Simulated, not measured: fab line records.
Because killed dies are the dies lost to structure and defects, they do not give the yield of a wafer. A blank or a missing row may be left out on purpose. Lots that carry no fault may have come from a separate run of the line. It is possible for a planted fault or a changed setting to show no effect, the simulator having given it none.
Chamber matching -- flow n5 finfet -- rie si-01 running N5_FIN_SAQP_FIN_ETCH_36: 4 sister chambers
The step etches the open film in HBr/Cl2/O2, target depth 120 nm, time 50.4 s. 8 wafers are shown with their chamber, then 7 later ones without.

WAFERS, EACH WITH ITS CHAMBER
wafer,chamber,throttle valve pct (%),drypump motor current A (A)
L089.2,0,36.1,6.0
L090.5,1,36.2,5.7
L090.6,2,35.8,4.8
L091.2,2,35.8,4.8
L091.4,1,36.2,5.8
L091.6,3,35.6,5.5
L092.3,3,35.5,5.5
L092.4,0,36.1,6.1

WAFERS WHOSE CHAMBER IS MISSING
wafer,throttle valve pct (%),drypump motor current A (A)
L092.5,35.6,5.5
L093.1,36.1,6.0
L093.2,36.2,5.8
L093.6,35.8,4.8
L095.2,36.1,6.0
L095.3,35.8,4.8
L095.6,36.2,5.8

THE CHAMBER EACH PASSED THROUGH
wafer,from the rows above,in truth
L092.5,3,3
L093.1,0,0
L093.2,1,1
L093.6,2,2
L095.2,0,0
L095.3,2,2
L095.6,1,1
Placed correctly: 7 of 7. Left unplaced by these rows: 0. Placed wrongly: 0.
How it was worked out, from the rows above alone: a wafer's distance from a chamber is the root of the sum, over the readings, of the square of ((its reading less the chamber's mean) divided by the reading's scatter). If the next closest chamber is less than 2 further off than the closest, the wafer can't be placed; otherwise it belongs to the closest. Each chamber's mean is taken over the wafers shown for it. The scatter: the root of (the sum of the squares of (reading less its chamber's mean) over the shown wafers, divided by (wafers less chambers)).
